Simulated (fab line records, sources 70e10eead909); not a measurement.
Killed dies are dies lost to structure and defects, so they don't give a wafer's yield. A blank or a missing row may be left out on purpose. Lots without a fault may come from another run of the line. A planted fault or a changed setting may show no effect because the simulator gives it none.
fab line records | flow nand_harc
record lots=12 wafers=36 last_day=34
route steps=1302 shown A_STAIRCASE@737 END@1302
lots that met no fault: from a run of the same line without faults
start_h: hours from the record's first day to the start of the lot's first wafer shown | wait_h: hours since the lot's step before | " the same as in the row above | L1.1+2: a row that stands for several wafers | - no value, or no start given | * or withheld: withheld | < > ~ a bound
route shown NAME@n: a module of which the file shows steps, and the number in the route of the first | usual: mean/standard deviation of fault-free wafers | same: alike in all rows | chamber/n: place in a boat | sites: the reading at each site | _std_site: their standard deviation | _edge_site: outer sites' mean less inner sites' | radius_mm: how far each site lies from the wafer's centre | mask NAME#n: copy n | behind: the tool/chamber that last shaped the wafer | hold: why the lot was held/for how many hours/how that ended | device: the transistor (n, p or np) that didn't switch | end of line: the same wafers' tests at the end of the route | a step without rows: its recipe alone | killed: dies lost to structure and defects at the first sort, not the wafer's yield | map: a wafer's dies, x killed, . not, _ none there
set.NAME: the setting as run; set.NAME@STEP: as run at that earlier step | model.NAME: the simulator's own value behind a step, which no gauge read
steps of the route over a sample of lots; a table a step, a row a wafer
services: from which hour (start_h, from the record's first day; less than 0 if before it) a tool's chamber was out of use, for how many hours, and why
## steps
# step NHARC_A_STAIRCASE_ETCH_223
# recipe target_depth_a=1000 time_s=40.5 ion_energy_ev=400 c4f8_flow_sccm=20 o2_flow_sccm=10 ar_flow_sccm=withheld rf_w=600 bias_w=1000 chemistry=C4F8/O2
# usual oes_product_au=0.942/0.012 rf_vpp_V=895/5.5
# columns lot.wafer tool chamber start_h wait_h oes_product_au rf_hours_counter_h rf_vpp_V
L538.3 rie_diel-13 0 - - 0.926 5 894
L538.2 " 1 " " 0.935 4 889
L538.1 " 2 " " 0.952 4 906
L539.3 rie_diel-11 3 - - 0.942 41 897
L539.2 " 0 " " 0.930 42 887
L539.6 " 3 " " 0.937 - 899
L544.1 rie_diel-13 2 - - 0.949 23 905
L544.6 " 2 " " 0.952 - 906
L544.5 " 3 " " 0.933 - 899
L542.3 rie_diel-11 1 - - 0.964 56 892
L542.5 " 2 " " 0.953 - 894
L542.6 " 3 " " 0.933 - 899
L543.4 rie_diel-13 2 - - 0.965 31 906
L543.1 " 3 " " 0.935 28 897
L543.3 " 0 " " 0.947 29 895
L545.1 rie_diel-11 0 - - 0.949 4 887
L545.6 " 0 " " 0.945 - 887
L545.5 " 1 " " 0.935 - 894
L548.1 rie_diel-13 2 - - 0.933 42 904
L548.4 " 3 " " 0.941 39 896
L548.5 " 2 " " 0.940 - 906
L549.3 rie_diel-11 0 - - 0.941 18 888
L549.1 " 2 " " 0.943 22 893
L549.2 " 3 " " 0.953 21 896
L550.4 rie_diel-13 3 - - 0.959 43 897
L550.1 " 1 " " 0.936 49 886
L550.5 " 2 " " 0.938 - 904
L551.3 rie_diel-08 2 - - 0.924 46 896
L551.5 " 2 " " 0.939 - 898
L551.6 " 3 " " 0.929 - 905
L558.4 rie_diel-08 2 - - 0.954 9 895
L558.1 " 0 " " 0.927 10 903
L558.6 " 1 " " 0.948 - 890
L559.2 rie_diel-13 0 - - 0.941 21 896
L559.1 " 1 " " 0.952 23 887
L559.5 " 0 " " 0.929 - 893
# step NHARC_A_STAIRCASE_ETCH_225
# recipe target_depth_a=1000 time_s=40.5 ion_energy_ev=400 c4f8_flow_sccm=20 o2_flow_sccm=10 ar_flow_sccm=withheld rf_w=600 bias_w=1000 chemistry=C4F8/O2
# usual oes_product_au=0.942/0.01 rf_vpp_V=896/5.7
# columns lot.wafer tool chamber start_h wait_h oes_product_au rf_hours_counter_h rf_vpp_V
L538.2 rie_diel-13 1 - - 0.948 4 888
L538.3 " 2 " " 0.947 4 905
L538.1 " 3 " " 0.937 4 899
L539.3 rie_diel-11 2 - - 0.953 41 894
L539.2 " 0 " " 0.935 43 890
L539.6 " 2 " " 0.949 - 894
L544.1 rie_diel-13 0 - - 0.941 19 895
L544.5 " 0 " " 0.944 - 895
L544.6 " 1 " " 0.946 - 888
L542.3 rie_diel-11 1 - - 0.945 57 893
L542.5 " 3 " " 0.962 - 898
L542.6 " 0 " " 0.939 - 889
L543.4 rie_diel-13 1 - - 0.946 32 889
L543.1 " 2 " " 0.950 31 906
L543.3 " 0 " " 0.939 29 895
L545.1 rie_diel-11 2 - - 0.936 6 896
L545.6 " 2 " " 0.938 - 894
L545.5 " 3 " " 0.940 - 897
L548.4 rie_diel-13 2 - - 0.947 43 905
L548.1 " 1 " " 0.943 43 888
L548.5 " 3 " " 0.933 - 895
L549.2 rie_diel-11 1 - - 0.945 19 892
L549.3 " 2 " " 0.942 22 893
L549.1 " 3 " " 0.947 21 898
L550.1 rie_diel-13 1 - - 0.932 49 888
L550.4 " 3 " " 0.953 43 897
L550.5 " 1 " " 0.937 - 888
L551.3 rie_diel-08 3 - - 0.936 48 906
L551.6 " 0 " " 0.956 - 905
L551.5 " 1 " " 0.937 - 893
L558.1 rie_diel-08 0 - - 0.939 11 904
L558.4 " 1 " " 0.966 6 893
L558.6 " 2 " " 0.948 - 896
L559.1 rie_diel-13 1 - - 0.953 23 889
L559.2 " 3 " " 0.928 16 896
L559.5 " 1 " " 0.947 - 889
# step NHARC_A_STAIRCASE_TRIM_226
# recipe time_s=211.2 o2_flow_sccm=500 ar_flow_sccm=0 bias_w=0 chemistry=O2
# usual bias_w=0/0 chamber_pressure_mTorr=60.00/0.056 drypump_motor_current_A=6.1/0.52 oes_product_au=1.000/0.0085 rf_vpp_V=57.8/0.94 showerhead_plenum_p_Torr=3.52/0.16 throttle_valve_pct=17.038/0.0086
# columns lot.wafer tool chamber start_h wait_h bias_w chamber_pressure_mTorr drypump_motor_current_A oes_product_au rf_hours_counter_h rf_vpp_V showerhead_plenum_p_Torr throttle_valve_pct
L538.1 rie_diel-13 1 377.46 - 0 59.96 6.6 0.994 4 55.9 3.33 17.025
L538.2 " 3 " " 0 60.00 5.9 0.989 5 57.9 3.58 17.032
L538.3 " 0 " " 0 59.97 5.1 0.999 5 57.4 3.51 17.036
L539.3 rie_diel-11 1 389.93 - 0 60.11 6.2 0.998 42 57.8 3.45 17.034
L539.2 " 3 " " 0 60.10 6.1 0.997 42 58.6 3.58 17.034
L539.6 " 1 " " 0 60.02 6.2 1.004 - 57.4 3.45 17.028
L544.1 rie_diel-13 2 433.51 - 0 59.92 6.0 0.999 23 59.8 3.79 17.026
L544.6 " 2 " " 0 60.00 6.0 1.011 - 57.8 3.79 17.035
L544.5 " 3 " " 0 60.04 5.8 0.991 - 59.0 3.57 17.041
L542.3 rie_diel-11 1 434.63 - 0 60.01 6.2 1.000 57 57.6 3.44 17.038
L542.6 " 2 " " 0 60.08 6.6 0.998 - 57.6 3.47 17.043
L542.5 " 3 " " 0 60.02 6.1 1.009 - 58.4 3.57 17.043
L543.3 rie_diel-13 1 453.97 - 0 60.13 6.7 1.021 32 57.9 3.32 17.038
L543.1 " 2 " " 0 59.97 6.0 1.020 31 58.7 3.79 17.034
L543.4 " 0 " " 0 59.94 5.1 1.005 29 57.4 3.50 17.040
L545.1 rie_diel-11 1 463.39 - 0 60.09 6.2 0.995 4 57.0 3.44 17.049
L545.5 " 1 " " 0 60.03 6.2 0.990 - 57.4 3.44 17.048
L545.6 " 2 " " 0 60.02 6.6 0.998 - 59.3 3.47 17.038
L548.4 rie_diel-13 0 493.69 - - - - - - - - -
L548.1 " 1 " " - - - - - - - -
L548.5 " 1 " " - - - - - - - -
L549.1 rie_diel-11 1 508.69 - - - - - - - - -
L549.2 " 2 " " - - - - - - - -
L549.3 " 3 " " - - - - - - - -
L550.4 rie_diel-13 2 509.68 - - - - - - - - -
L550.1 " 3 " " - - - - - - - -
L550.5 " 1 " " - - - - - - - -
L551.3 rie_diel-08 2 519.45 - 0 60.04 5.5 0.987 46 57.7 3.54 17.029
L551.6 " 3 " " 0 60.09 6.3 0.988 - 58.0 3.75 17.041
L551.5 " 0 " " 0 59.95 4.9 1.001 - 59.5 3.78 17.043
L558.4 rie_diel-08 2 583.18 - 0 59.98 5.5 1.003 9 59.7 3.53 17.033
L558.1 " 3 " " 0 59.97 6.3 0.993 11 57.5 3.73 17.023
L558.6 " 0 " " 0 60.02 4.9 0.994 - 58.6 3.76 17.039
L559.1 rie_diel-13 0 592.89 - 0 60.10 5.1 1.001 22 58.3 3.48 17.017
L559.2 " 2 " " 0 59.93 6.0 1.004 21 58.3 3.77 17.044
L559.5 " 0 " " 0 60.07 5.1 0.996 - 56.7 3.48 17.042
# step NHARC_A_STAIRCASE_TRIM_235
# recipe time_s=211.2 o2_flow_sccm=500 ar_flow_sccm=0 bias_w=0 chemistry=O2
# usual chamber_pressure_mTorr=60.01/0.058 drypump_motor_current_A=6.0/0.56 oes_product_au=0.998/0.0073 rf_vpp_V=57.8/0.92 showerhead_plenum_p_Torr=3.55/0.16 throttle_valve_pct=17.036/0.0089
# same bias_w=0
# columns lot.wafer tool chamber start_h wait_h chamber_pressure_mTorr drypump_motor_current_A oes_product_au rf_hours_counter_h rf_vpp_V showerhead_plenum_p_Torr throttle_valve_pct
L538.3 rie_diel-13 3 - - 60.05 5.9 0.993 5 58.8 3.58 17.049
L538.1 " 0 " " 60.06 5.1 1.007 5 57.8 3.51 17.052
L538.2 " 2 " " 60.11 6.0 1.010 5 57.9 3.81 17.027
L539.2 rie_diel-11 1 - - 59.98 6.2 1.005 43 57.9 3.45 17.041
L539.3 " 2 " " 59.98 6.6 1.004 42 57.4 3.48 17.048
L539.6 " 1 " " 59.95 6.2 1.003 - 57.3 3.45 17.036
L544.1 rie_diel-13 3 - - 59.96 5.9 1.006 21 57.3 3.57 17.017
L544.6 " 1 " " 59.99 6.7 1.002 - 57.1 3.32 17.057
L544.5 " 2 " " 59.98 6.0 1.015 - 56.1 3.79 17.036
L542.3 rie_diel-13 0 - - 60.05 5.0 0.985 20 57.0 3.50 17.043
L542.5 " 3 " " 60.02 5.8 0.985 - 59.8 3.57 17.048
L542.6 " 0 " " 60.06 5.1 0.986 - 58.2 3.50 17.046
L543.1 rie_diel-08 2 - - 59.99 5.5 0.999 26 58.5 3.55 17.033
L543.3 " 3 " " 60.01 6.3 1.001 28 58.3 3.76 17.028
L543.4 " 1 " " 60.02 6.5 1.001 27 57.0 3.44 17.041
L545.1 rie_diel-08 2 - - 60.15 5.5 0.991 28 59.6 3.55 17.040
L545.6 " 3 " " 60.07 6.3 0.998 - 58.2 3.76 17.031
L545.5 " 2 " " 60.02 5.5 0.993 - 57.3 3.55 17.034
L548.4 rie_diel-08 2 - - 60.11 5.5 1.003 37 57.1 3.54 17.031
L548.1 " 3 " " 60.02 6.3 0.995 40 58.3 3.75 17.018
L548.5 " 0 " " 59.98 4.9 0.992 - 58.9 3.78 17.022
L549.1 rie_diel-11 1 - - 59.94 6.2 1.003 19 58.8 3.43 17.030
L549.3 " 2 " " 60.02 6.6 1.000 22 57.1 3.46 17.041
L549.2 " 3 " " 60.01 6.1 0.996 21 58.5 3.56 17.036
L550.4 rie_diel-13 3 - - 59.96 5.8 0.995 44 57.9 3.56 17.034
L550.1 " 1 " " 59.95 6.6 0.993 49 56.9 3.31 17.039
L550.5 " 2 " " 60.11 6.0 1.004 - 60.0 3.78 17.049
L551.3 rie_diel-08 0 - - 60.11 4.9 1.005 50 58.2 3.78 17.041
L551.5 " 1 " " 59.91 6.5 0.990 - 55.9 3.43 17.041
L551.6 " 2 " " 59.95 5.5 0.994 - 58.0 3.54 17.038
L558.1 rie_diel-08 3 - - 60.03 6.3 0.989 12 58.2 3.73 17.038
L558.4 " 2 " " 60.04 5.5 1.011 10 57.9 3.53 17.039
L558.6 " 3 " " 60.09 6.3 0.994 - 58.7 3.73 17.038
L559.2 rie_diel-08 3 - - 59.98 6.3 0.982 14 58.0 3.73 17.022
L559.1 " 1 " " 60.02 6.5 1.024 9 57.0 3.41 17.018
L559.5 " 0 " " 60.00 4.8 0.995 - 58.4 3.76 17.034
# step NHARC_END_SORT_01
# recipe temp_c=25
# usual killed_at_array=55/17 killed_at_other=1.1/1.6 killed_at_periphery=3.8/2.5 killed_dies=60/18 killed_open=3.3/1.9 killed_short=2.5/1.7
# same gross_dies=677
# columns lot.wafer tool chamber start_h wait_h hold killed_at_array killed_at_other killed_at_periphery killed_dies killed_open killed_short
L538.1 prober-02 0 572.46 2.5 - 70 0 3 73 4 2
L538.2 prober-02 0 573.26 2.8 - 84 0 3 87 5 2
L538.3 prober-02 0 574.05 3.1 - 67 0 0 67 3 1
L539.2 prober-02 0 589.30 2.8 - 55 0 4 59 0 3
L539.3 prober-02 0 590.11 3.1 - 75 2 6 83 3 2
L539.6 prober-02 0 592.53 4.0 - 56 1 5 62 3 1
L544.1 prober-01 0 624.48 2.5 - 39 0 4 43 4 5
L544.5 prober-01 0 627.64 3.7 - 36 0 2 38 3 1
L544.6 prober-01 0 628.43 4.0 - 39 0 3 42 0 4
L542.3 prober-01 0 633.81 3.1 - 60 0 1 61 6 1
L542.5 prober-01 0 635.39 3.7 - 56 0 3 59 5 2
L542.6 prober-01 0 636.19 4.0 - 65 0 2 67 3 1
L543.1 prober-01 0 659.74 2.5 - 92 0 2 94 2 0
L543.3 prober-01 0 661.37 3.1 - 82 3 7 92 3 1
L543.4 prober-01 0 662.19 3.4 - 77 0 3 80 5 3
L545.1 prober-02 0 659.79 2.5 - 18 6 3 27 5 2
L545.5 prober-02 0 662.92 3.6 - 19 7 4 30 3 1
L545.6 prober-02 0 663.70 3.9 - 15 4 4 23 3 1
L548.1 prober-02 0 686.86 2.5 await_dispo/1.5h/scrap 672 2 3 677 5 7
L548.4 prober-02 0 689.28 3.4 await_dispo/1.5h/scrap 672 0 5 677 1 0
L548.5 prober-02 0 690.09 3.7 await_dispo/1.5h/scrap 675 0 2 677 1 3
L550.1 prober-01 0 703.56 2.5 await_dispo/1.9h/scrap 671 1 5 677 4 5
L550.4 prober-01 0 705.92 3.4 await_dispo/1.9h/scrap 672 1 4 677 6 0
L550.5 prober-01 0 706.70 3.6 await_dispo/1.9h/scrap 674 1 2 677 0 3
L549.1 prober-02 0 715.54 2.5 await_dispo/4.5h/scrap 673 1 3 677 1 3
L549.2 prober-02 0 716.34 2.8 await_dispo/4.5h/scrap 671 0 6 677 1 5
L549.3 prober-02 0 717.14 3.1 await_dispo/4.5h/scrap 673 0 4 677 0 2
L551.3 prober-01 0 720.68 3.1 - 54 0 7 61 5 2
L551.5 prober-01 0 722.28 3.7 - 52 0 2 54 1 2
L551.6 prober-01 0 723.09 4.0 - 49 0 2 51 5 1
L558.1 prober-01 0 800.45 2.5 - 49 0 3 52 3 2
L558.4 prober-01 0 802.80 3.3 - 61 0 1 62 3 3
L558.6 prober-01 0 804.36 3.9 - 65 1 6 72 4 3
L559.1 prober-02 0 800.46 2.5 - 72 0 3 75 3 4
L559.2 prober-02 0 801.26 2.8 - 65 0 5 70 4 1
L559.5 prober-02 0 803.66 3.7 - 62 0 1 63 1 3
# killed by level:class
L538.1 A_CHANNEL_HOLE_D2:chamber_film_flake=28 A_CHANNEL_HOLE_D1:chamber_film_flake=25 A_CONTACT:chamber_film_flake=9 P_CONTACT:geometric_particle:open=2 A_CHANNEL_FILL_D1:chamber_film_flake=2 P_GATE:geometric_particle:open=1 A_ONON_D2:geometric_particle:short=1 A_CHANNEL_HOLE_D2:geometric_particle:short=1
L538.2 A_CHANNEL_HOLE_D1:chamber_film_flake=40 A_CHANNEL_HOLE_D2:chamber_film_flake=27 A_CONTACT:chamber_film_flake=8 A_ZERO_WELL:chamber_film_flake=2 P_M0:geometric_particle:open=1 P_M0:geometric_particle:short=1 A_CHANNEL_HOLE_D1:geometric_particle:open=1 A_DECK1_JOINT:geometric_particle:short=1
L538.3 A_CHANNEL_HOLE_D1:chamber_film_flake=27 A_CHANNEL_HOLE_D2:chamber_film_flake=20 A_CONTACT:chamber_film_flake=12 A_SLIT:chamber_film_flake=2 A_STAIRCASE:geometric_particle:open=1 A_WL_FILL:geometric_particle:open=1 A_CONTACT:geometric_particle:open=1 A_M1:geometric_particle:short=1
L539.2 A_CHANNEL_HOLE_D1:chamber_film_flake=33 A_SLIT:chamber_film_flake=12 A_CHANNEL_HOLE_D2:chamber_film_flake=4 P_M0:chamber_film_flake=3 A_STAIRCASE:chamber_film_flake=2 P_M0:geometric_particle:short=1 A_CHANNEL_FILL_D1:geometric_particle:short=1 A_ONON_D2:geometric_particle:short=1
L539.3 A_CHANNEL_HOLE_D1:chamber_film_flake=35 A_SLIT:chamber_film_flake=22 A_CHANNEL_HOLE_D2:chamber_film_flake=8 A_STAIRCASE:chamber_film_flake=3 A_CONTACT:chamber_film_flake=3 P_STI:chamber_film_flake=2 P_BONDPAD:chamber_film_flake=2 P_M1:geometric_particle:open=1
L539.6 A_CHANNEL_HOLE_D1:chamber_film_flake=31 A_SLIT:chamber_film_flake=17 P_M0:chamber_film_flake=3 A_CONTACT:chamber_film_flake=3 P_CONTACT:geometric_particle:open=1 A_ONON_D1:geometric_particle:open=1 A_WL_FILL:geometric_particle:short=1 A_BLC:geometric_particle:open=1
L544.1 A_CHANNEL_HOLE_D2:chamber_film_flake=18 A_CHANNEL_HOLE_D1:chamber_film_flake=3 A_STAIRCASE:chamber_film_flake=3 A_CONTACT:chamber_film_flake=2 A_M1:chamber_film_flake=2 P_M0:geometric_particle:open=1 P_M1:geometric_particle:open=1 A_SOURCE_PLATE:geometric_particle:short=1
L544.5 A_CHANNEL_HOLE_D2:chamber_film_flake=9 A_CONTACT:chamber_film_flake=7 A_CHANNEL_HOLE_D1:chamber_film_flake=6 A_M1:chamber_film_flake=4 A_STAIRCASE:chamber_film_flake=2 A_SLIT:chamber_film_flake=2 P_M0:geometric_particle:open=1 P_M1:geometric_particle:open=1
L544.6 A_CHANNEL_HOLE_D2:chamber_film_flake=8 A_CONTACT:chamber_film_flake=8 A_CHANNEL_HOLE_D1:chamber_film_flake=7 A_M1:chamber_film_flake=5 A_BLC:chamber_film_flake=3 A_STAIRCASE:chamber_film_flake=2 A_SLIT:chamber_film_flake=2 P_CONTACT:geometric_particle:short=1
L542.3 A_CHANNEL_HOLE_D2:chamber_film_flake=29 A_SLIT:chamber_film_flake=12 A_M1:chamber_film_flake=4 A_ZERO_WELL:chamber_film_flake=3 A_STAIRCASE:chamber_film_flake=3 P_M1:geometric_particle:open=1 A_SOURCE_PLATE:geometric_particle:open=1 A_ONON_D1:geometric_particle:open=1
L542.5 A_CHANNEL_HOLE_D2:chamber_film_flake=28 A_SLIT:chamber_film_flake=15 A_CHANNEL_HOLE_D1:chamber_film_flake=5 P_CONTACT:geometric_particle:open=1 A_ONON_D1:geometric_particle:short=1 A_ONON_D1:geometric_particle:open=1 A_CHANNEL_HOLE_D1:geometric_particle:open=1 A_CHANNEL_FILL_D2:geometric_particle:open=1
L542.6 A_CHANNEL_HOLE_D2:chamber_film_flake=29 A_SLIT:chamber_film_flake=28 A_CHANNEL_HOLE_D1:chamber_film_flake=2 A_DECK1_JOINT:chamber_film_flake=2 P_CONTACT:geometric_particle:open=1 A_ONON_D1:geometric_particle:short=1 A_CHANNEL_FILL_D1:geometric_particle:open=1 A_ONON_D2:geometric_particle:open=1
L543.1 A_CHANNEL_HOLE_D1:chamber_film_flake=36 A_SLIT:chamber_film_flake=34 A_STAIRCASE:chamber_film_flake=9 A_CHANNEL_HOLE_D2:chamber_film_flake=8 A_CONTACT:chamber_film_flake=3 P_GATE:chamber_film_flake=2 A_STAIRCASE:geometric_particle:open=1 A_CONTACT:geometric_particle:open=1
L545.1 A_CHANNEL_HOLE_D1:chamber_film_flake=6 THIN_TSV:chamber_film_flake=5 A_CONTACT:chamber_film_flake=4 A_WL_FILL:geometric_particle:short=2 P_ZERO_WELL:chamber_film_flake=2 P_GATE:geometric_particle:open=1 A_ONON_D2:geometric_particle:open=1 A_CONTACT:geometric_particle:open=1
L543.3 A_CHANNEL_HOLE_D1:chamber_film_flake=34 A_SLIT:chamber_film_flake=24 A_CHANNEL_HOLE_D2:chamber_film_flake=10 A_CONTACT:chamber_film_flake=7 A_STAIRCASE:chamber_film_flake=5 THIN_TSV:chamber_film_flake=3 P_ZERO_WELL:chamber_film_flake=2 P_GATE:chamber_film_flake=2
L543.4 A_CHANNEL_HOLE_D1:chamber_film_flake=42 A_SLIT:chamber_film_flake=12 A_CHANNEL_HOLE_D2:chamber_film_flake=9 A_STAIRCASE:chamber_film_flake=3 A_CONTACT:chamber_film_flake=3 P_M0:geometric_particle:short=1 P_M1:geometric_particle:open=1 A_SOURCE_PLATE:geometric_particle:open=1
L545.5 A_CHANNEL_HOLE_D1:chamber_film_flake=8 THIN_TSV:chamber_film_flake=7 A_CONTACT:chamber_film_flake=3 P_ZERO_WELL:chamber_film_flake=2 A_SLIT:chamber_film_flake=2 P_M2:geometric_particle:open=1 A_ONON_D1:geometric_particle:open=1 A_ONON_D2:geometric_particle:open=1
L545.6 A_CHANNEL_HOLE_D1:chamber_film_flake=8 THIN_TSV:chamber_film_flake=4 A_CONTACT:chamber_film_flake=3 P_GATE:geometric_particle:short=1 P_GATE:geometric_particle:open=1 A_ONON_D1:geometric_particle:open=1 A_BLC:geometric_particle:open=1 P_ZERO_WELL:chamber_film_flake=1
L548.1 A_STAIRCASE:area_trim=595 A_SLIT:chamber_film_flake=33 A_CHANNEL_HOLE_D2:chamber_film_flake=16 A_CONTACT:chamber_film_flake=7 A_CHANNEL_HOLE_D1:chamber_film_flake=6 A_ONON_D2:geometric_particle:open=2 A_WL_FILL:geometric_particle:short=2 A_SGD_CUT:chamber_film_flake=2
L548.4 A_STAIRCASE:area_trim=607 A_SLIT:chamber_film_flake=34 A_CHANNEL_HOLE_D2:chamber_film_flake=14 A_CONTACT:chamber_film_flake=8 P_ZERO_WELL:chamber_film_flake=4 A_M0:chamber_film_flake=3 A_CHANNEL_FILL_D2:chamber_film_flake=2 A_CONTACT:geometric_particle:open=1
L548.5 A_STAIRCASE:area_trim=611 A_SLIT:chamber_film_flake=30 A_CHANNEL_HOLE_D2:chamber_film_flake=19 A_CHANNEL_HOLE_D1:chamber_film_flake=4 A_SGD_CUT:chamber_film_flake=3 A_CONTACT:chamber_film_flake=2 A_ONON_D1:geometric_particle:short=1 A_CHANNEL_FILL_D1:geometric_particle:short=1
L550.1 A_STAIRCASE:area_trim=616 A_SLIT:chamber_film_flake=28 A_CHANNEL_FILL_D2:chamber_film_flake=5 A_CONTACT:chamber_film_flake=4 A_CHANNEL_HOLE_D1:chamber_film_flake=4 A_CHANNEL_FILL_D2:geometric_particle:open=2 A_CHANNEL_FILL_D2:geometric_particle:short=2 P_M2:chamber_film_flake=2
L550.4 A_STAIRCASE:area_trim=619 A_SLIT:chamber_film_flake=35 A_CONTACT:chamber_film_flake=5 A_CHANNEL_HOLE_D1:chamber_film_flake=4 P_M0:geometric_particle:open=2 A_STAIRCASE:chamber_film_flake=2 A_WL_FILL:chamber_film_flake=2 P_CONTACT:geometric_particle:open=1
L550.5 A_STAIRCASE:area_trim=625 A_SLIT:chamber_film_flake=30 A_CHANNEL_HOLE_D1:chamber_film_flake=5 A_CHANNEL_FILL_D2:chamber_film_flake=3 P_M2:chamber_film_flake=2 A_DECK1_JOINT:chamber_film_flake=2 A_STAIRCASE:chamber_film_flake=2 A_DECK1_JOINT:geometric_particle:short=1
L549.1 A_STAIRCASE:area_trim=605 A_CHANNEL_HOLE_D1:chamber_film_flake=31 A_CHANNEL_HOLE_D2:chamber_film_flake=19 A_CONTACT:chamber_film_flake=6 A_STAIRCASE:chamber_film_flake=4 P_STI:chamber_film_flake=3 A_SLIT:chamber_film_flake=3 A_CHANNEL_FILL_D1:geometric_particle:open=1
L549.2 A_STAIRCASE:area_trim=605 A_CHANNEL_HOLE_D1:chamber_film_flake=32 A_CHANNEL_HOLE_D2:chamber_film_flake=12 A_CONTACT:chamber_film_flake=8 A_SLIT:chamber_film_flake=5 P_STI:chamber_film_flake=3 A_DECK1_JOINT:chamber_film_flake=3 P_M0:geometric_particle:open=1
L549.3 A_STAIRCASE:area_trim=615 A_CHANNEL_HOLE_D1:chamber_film_flake=25 A_CHANNEL_HOLE_D2:chamber_film_flake=23 A_STAIRCASE:chamber_film_flake=4 P_M2:chamber_film_flake=2 A_CONTACT:chamber_film_flake=2 P_M0:geometric_particle:short=1 A_CHANNEL_FILL_D1:geometric_particle:short=1
L551.3 A_CHANNEL_HOLE_D1:chamber_film_flake=33 A_CONTACT:chamber_film_flake=7 A_SLIT:chamber_film_flake=4 A_BONDPAD:chamber_film_flake=4 P_ZERO_WELL:chamber_film_flake=2 P_GATE:geometric_particle:open=1 P_CONTACT:geometric_particle:open=1 P_M0:geometric_particle:open=1
L551.5 A_CHANNEL_HOLE_D1:chamber_film_flake=38 A_CONTACT:chamber_film_flake=4 A_ZERO_WELL:chamber_film_flake=3 A_BONDPAD:chamber_film_flake=3 A_SLIT:chamber_film_flake=2 P_CONTACT:geometric_particle:open=1 A_SGD_CUT:geometric_particle:short=1 A_M1:geometric_particle:short=1
L551.6 A_CHANNEL_HOLE_D1:chamber_film_flake=26 A_CHANNEL_FILL_D1:chamber_film_flake=5 A_CONTACT:chamber_film_flake=5 A_SLIT:chamber_film_flake=3 A_BONDPAD:chamber_film_flake=3 A_SGD_CUT:geometric_particle:open=2 A_STAIRCASE:chamber_film_flake=2 P_STI:geometric_particle:open=1
L558.1 A_SLIT:chamber_film_flake=21 A_CHANNEL_HOLE_D1:chamber_film_flake=12 A_CONTACT:chamber_film_flake=6 A_DECK1_JOINT:chamber_film_flake=3 P_GATE:chamber_film_flake=2 P_M2:geometric_particle:open=1 A_ONON_D1:geometric_particle:open=1 A_ONON_D1:geometric_particle:short=1
L559.1 A_CHANNEL_HOLE_D2:chamber_film_flake=36 A_CHANNEL_HOLE_D1:chamber_film_flake=11 A_CONTACT:chamber_film_flake=9 A_BLC:chamber_film_flake=6 P_ZERO_WELL:chamber_film_flake=3 A_DECK1_JOINT:geometric_particle:short=2 A_CHANNEL_HOLE_D1:geometric_particle:open=1 A_CHANNEL_FILL_D1:geometric_particle:open=1
L559.2 A_CHANNEL_HOLE_D1:chamber_film_flake=20 A_CHANNEL_HOLE_D2:chamber_film_flake=20 A_SLIT:chamber_film_flake=9 A_CONTACT:chamber_film_flake=4 A_ZERO_WELL:chamber_film_flake=3 A_BLC:chamber_film_flake=3 P_M0:geometric_particle:open=2 A_CHANNEL_FILL_D2:chamber_film_flake=2
L558.4 A_SLIT:chamber_film_flake=36 A_CHANNEL_HOLE_D1:chamber_film_flake=10 A_CONTACT:chamber_film_flake=8 A_ONON_D2:geometric_particle:short=2 A_ONON_D2:geometric_particle:open=1 A_CHANNEL_FILL_D2:geometric_particle:short=1 A_CONTACT:geometric_particle:open=1 A_BLC:geometric_particle:open=1
L559.5 A_CHANNEL_HOLE_D2:chamber_film_flake=28 A_CHANNEL_HOLE_D1:chamber_film_flake=10 A_SLIT:chamber_film_flake=10 A_CONTACT:chamber_film_flake=5 A_BLC:chamber_film_flake=4 P_M2:geometric_particle:open=1 A_CHANNEL_HOLE_D1:geometric_particle:short=1 A_CHANNEL_HOLE_D2:geometric_particle:short=1
L558.6 A_SLIT:chamber_film_flake=30 A_CONTACT:chamber_film_flake=15 A_CHANNEL_HOLE_D1:chamber_film_flake=10 P_GATE:chamber_film_flake=5 A_ZERO_WELL:chamber_film_flake=2 P_M0:geometric_particle:short=1 A_SOURCE_PLATE:geometric_particle:open=1 A_ONON_D1:geometric_particle:open=1
## services
# columns tool chamber start_h hours kind
rie_diel-08 - 367.84 9.0 pm
rie_diel-13 0 375.85 - clean
rie_diel-13 1 375.85 - clean
rie_diel-13 2 375.85 - clean
rie_diel-13 3 375.85 - clean
rie_diel-11 2 379.91 2.2 repair
rie_diel-08 1 385.33 6.2 repair
rie_diel-13 0 400.36 - clean
rie_diel-13 1 400.36 - clean
rie_diel-13 2 400.36 - clean
rie_diel-13 3 400.36 - clean
rie_diel-13 0 424.86 - clean
rie_diel-13 1 424.86 - clean
rie_diel-11 0 435.20 3.0 repair
rie_diel-11 - 435.99 9.0 pm
rie_diel-08 0 462.37 9.5 repair
rie_diel-13 0 471.12 7.6 repair
rie_diel-11 0 485.74 1.2 repair
rie_diel-13 - 519.35 9.0 pm
rie_diel-08 - 544.93 9.0 pm
rie_diel-08 1 558.67 8.7 repair
rie_diel-13 3 570.33 8.1 repair
rie_diel-08 - 586.61 0.7 repair
rie_diel-11 1 592.30 20.3 repair
## key
first_sign step=NHARC_A_STAIRCASE_TRIM_226 reading=tool_record direction=missing
effect step=NHARC_END_SORT_01 reading=killed_at_array direction=up sigmas=35 usual=55 struck=673
more_kills_born_at NHARC_A_STAIRCASE_TRIM_226@rie_diel-13=3670 NHARC_A_STAIRCASE_TRIM_226@rie_diel-11=1826
met_at NHARC_A_STAIRCASE_TRIM_226
struck_lots L548,L549,L550
later_rows_left_out L548.1,L548.4,L548.5,L549.1,L549.2,L549.3,L550.1,L550.4,L550.5
tester_left_out L548,L549,L550
not_acting_at NHARC_A_STAIRCASE_ETCH_223,NHARC_A_STAIRCASE_ETCH_225,NHARC_A_STAIRCASE_TRIM_235
onset_between 463.39 493.69
fault kind=skipped_step_whole tool=rie_diel-11,rie_diel-13 chamber=- onset_h=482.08 steps=NHARC_A_STAIRCASE_TRIM_226 scope=struck_lots_only
# tester_left_out: of these lots the tester's yield and bins aren't shown, on N5 and GAA mostly nor the transistor test; their killed dies are dies lost to structure and defects alone, not to doping, threshold or leakage, so they don't give the yield
# later_rows_left_out: the simulator's readings of these wafers behind a module that went badly wrong aren't trusted and aren't shown, but for the sort
